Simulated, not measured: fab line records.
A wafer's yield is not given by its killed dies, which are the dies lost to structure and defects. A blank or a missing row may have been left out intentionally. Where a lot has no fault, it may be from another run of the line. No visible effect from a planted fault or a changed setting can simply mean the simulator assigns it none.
One fault through the eyes of 2 desks / flow n5-finfet / each desk holds nothing but its own numbers, with what lay behind them at the end

## THE METROLOGY DESK
What the gauges read, lot by lot, whatever tool the lot ran on: means of the sampled wafers that have a number. Any lot whose mean is over 4 standard deviations away from the usual mean is out of limits and marked OUT; that distance is given in the brackets. Only the readings that lie furthest out on some lot appear, 7 of the 10 it has.
Columns: A = DIBL_N at N5_BEOL_M4_RC_MEAS_101, usual 36.0 mV/V; B = IOFF_P at N5_BEOL_M4_RC_MEAS_101, usual 0.21 nA/um; C = ION_N at N5_BEOL_M4_RC_MEAS_101, usual 673 uA/um; D = SS_N at N5_BEOL_M4_RC_MEAS_101, usual 71.4 mV/dec; E = SS_P at N5_BEOL_M4_RC_MEAS_101, usual 73.2 mV/dec; F = VT_N at N5_BEOL_M4_RC_MEAS_101, usual 250 mV; G = VT_P at N5_BEOL_M4_RC_MEAS_101, usual -250.9 mV
lot=L920; first seen here=day 9 11:02; A=34.6; B=0.16; C=654; D=71.0; E=72.6; F=255; G=-253.9
lot=L922; first seen here=day 9 23:02; A=35.9; B=0.20; C=677; D=71.7; E=73.9; F=251; G=-251.5
lot=L935; first seen here=day 12 17:12; A=35.9; B=0.19; C=663; D=71.3; E=73.5; F=254; G=-249.8
lot=L939; first seen here=day 14 06:17; A=38.7; B=0.23; C=678; D=72.1; E=73.9; F=247; G=-249.1
Result from this desk: across the 4 lots, nothing is out of limits.

## AT THE TOOL OWNER'S DESK: rie-diel-05
The tool's own readings at N5_MOL_CONTACT_COAG_ETCH_124 (etches SiNx in CH3F/O2, stops on SiOC, target depth 6.5 nm): means of the sampled wafers that have a number, for each lot that ran on this tool. Any lot whose mean is over 4 standard deviations away from the usual mean is out of limits and marked OUT; that distance is given in the brackets.
Columns: A = bias-w at N5_MOL_CONTACT_COAG_ETCH_124, usual 73.00 W; B = drypump-motor-current-A at N5_MOL_CONTACT_COAG_ETCH_124, usual 5.7 A; C = oes_ar_750_au at N5_MOL_CONTACT_COAG_ETCH_124, usual 0.76 a.u.; D = oes-product-au at N5_MOL_CONTACT_COAG_ETCH_124, usual 0.65 a.u.; E = rf-vpp-V at N5_MOL_CONTACT_COAG_ETCH_124, usual 298 V; F = showerhead-plenum-p-Torr at N5_MOL_CONTACT_COAG_ETCH_124, usual 1.98 Torr; G = throttle-valve-pct at N5_MOL_CONTACT_COAG_ETCH_124, usual 16.37 %
lot=L920; first seen here=day 6 06:57; A=73.15; B=6.0; C=0.78; D=0.64; E=298; F=2.00; G=16.40
lot=L922; first seen here=day 6 16:58; A=72.89; B=6.0; C=0.78; D=0.63; E=297; F=2.00; G=16.39
lot=L935; first seen here=day 9 22:00; A=72.93; B=6.0; C=0.81; D=0.69; E=296; F=1.97; G=16.20
Result from this desk: across the 3 lots, nothing is out of limits.

## PUT TOGETHER
Nothing out of limits was seen by the metrology desk.
Nothing out of limits was seen by the tool owner's desk.

## WHAT THE SIMULATOR PUT IN
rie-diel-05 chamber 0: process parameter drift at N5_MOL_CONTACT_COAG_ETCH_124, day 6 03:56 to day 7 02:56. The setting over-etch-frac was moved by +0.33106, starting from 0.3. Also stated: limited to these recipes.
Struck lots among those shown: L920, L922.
